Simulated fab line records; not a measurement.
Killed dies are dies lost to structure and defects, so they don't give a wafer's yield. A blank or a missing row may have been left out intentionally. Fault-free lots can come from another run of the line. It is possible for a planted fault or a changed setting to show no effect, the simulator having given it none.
Matching of chambers :: flow n5Finfet :: N5_GATE_CUT_STRIP_59 on rieDiel-03 has 4 sister chambers
The step strips in N2/H2, time 20 s. 4 wafers are shown with their chamber, then 8 later ones without.

## WAFERS PAIRED WITH THEIR CHAMBERS
wafer: L080.3
chamber: 2
drypumpMotorCurrentA (A): 5.8

wafer: L085.1
chamber: 0
drypumpMotorCurrentA (A): 6.2

wafer: L085.2
chamber: 1
drypumpMotorCurrentA (A): 5.1

wafer: L090.2
chamber: 3
drypumpMotorCurrentA (A): 5.4

## WAFERS WITHOUT THEIR CHAMBER
wafer: L090.3
drypumpMotorCurrentA (A): 5.1

wafer: L090.4
drypumpMotorCurrentA (A): 6.3

wafer: L091.1
drypumpMotorCurrentA (A): 5.7

wafer: L091.3
drypumpMotorCurrentA (A): 5.1

wafer: L091.6
drypumpMotorCurrentA (A): 5.4

wafer: L094.1
drypumpMotorCurrentA (A): 5.2

wafer: L094.2
drypumpMotorCurrentA (A): 6.2

wafer: L094.3
drypumpMotorCurrentA (A): 5.8

## THE CHAMBER EACH PASSED THROUGH
wafer: L090.3
from the rows above: 1
in truth: 1

wafer: L090.4
from the rows above: 0
in truth: 0

wafer: L091.1
from the rows above: 2
in truth: 2

wafer: L091.3
from the rows above: 1
in truth: 1

wafer: L091.6
from the rows above: 3
in truth: 3

wafer: L094.1
from the rows above: can't be placed: 1 or 3
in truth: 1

wafer: L094.2
from the rows above: 0
in truth: 0

wafer: L094.3
from the rows above: 2
in truth: 2
Correct placement for 7 of the 8. Unplaceable from these rows: 1, with the true chamber sitting among the candidates in 1. Placed wrongly: 0.
How it was worked out, from the rows above alone: a wafer's distance from a chamber is the root of the sum, over the readings, of the square of ((its reading less the chamber's mean) divided by the reading's scatter). The wafer belongs to the nearest chamber; if the next one is less than 2 further off, it can't be placed. Each chamber's mean is taken over the wafers shown for it. The scatter (one wafer shown for each chamber): square how far every hidden wafer sits from the nearest shown wafer, average those squares and take the square root.
